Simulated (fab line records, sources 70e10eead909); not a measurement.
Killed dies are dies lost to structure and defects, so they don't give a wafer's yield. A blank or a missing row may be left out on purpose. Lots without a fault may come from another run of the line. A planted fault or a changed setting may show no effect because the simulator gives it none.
Chamber matching | flow nand_harc | NHARC_A_STAIRCASE_CMP_450 on cmp-01: 4 sister chambers
The step polishes SiO2, target thk 200 nm. 16 wafers are shown with their chamber, then 8 later ones without.

WAFERS WITH THEIR CHAMBER
wafer  | chamber | motor_current_A (A)
L544.1 | 1       | 13.8
L544.3 | 0       | 11.5
L544.6 | 0       | 11.4
L545.3 | 0       | 11.6
L545.5 | 3       | 12.4
L545.6 | 0       | 11.7
L549.1 | 1       | 13.7
L549.4 | 0       | 12.4
L549.6 | 2       | 14.0
L551.2 | 3       | 12.1
L551.3 | 1       | 12.9
L551.4 | 2       | 13.4
L552.3 | 1       | 13.8
L552.4 | 3       | 13.2
L552.6 | 2       | 12.6
L558.1 | 1       | 13.3

SIGNATURES (means of the wafers above)
reading         | chamber 0 | chamber 1 | chamber 2 | chamber 3 | scatter within a chamber
motor_current_A | 11.720    | 13.500    | 13.333    | 12.567    | 0.49
Rule: a wafer's distance from a chamber is the root of the sum, over the readings, of the square of ((its reading less the chamber's mean) divided by the reading's scatter). The wafer belongs to the nearest chamber; if the next one is less than 2 further off, it can't be placed. The scatter: the root of (the sum of the squares of (reading less its chamber's mean) over the shown wafers, divided by (wafers less chambers)).

WAFERS WITHOUT THEIR CHAMBER
wafer  | motor_current_A (A)
L558.4 | 12.8
L558.6 | 11.9
L563.1 | 14.1
L563.2 | 13.2
L563.5 | 12.3
L567.1 | 11.7
L567.5 | 13.5
L567.6 | 13.0

WHICH CHAMBER EACH WENT THROUGH
wafer  | from the rows above               | in truth
L558.4 | can't be placed: 3 or 2 or 1 or 0 | 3
L558.6 | can't be placed: 0 or 3           | 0
L563.1 | can't be placed: 1 or 2 or 3      | 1
L563.2 | can't be placed: 2 or 1 or 3      | 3
L563.5 | can't be placed: 3 or 0 or 2 or 1 | 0
L567.1 | can't be placed: 0 or 3           | 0
L567.5 | can't be placed: 1 or 2 or 3      | 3
L567.6 | can't be placed: 2 or 3 or 1 or 0 | 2
Placed correctly: 0 of 8. Can't be placed from these rows: 8 (the true chamber is among the candidates in 8). Placed wrongly: 0.
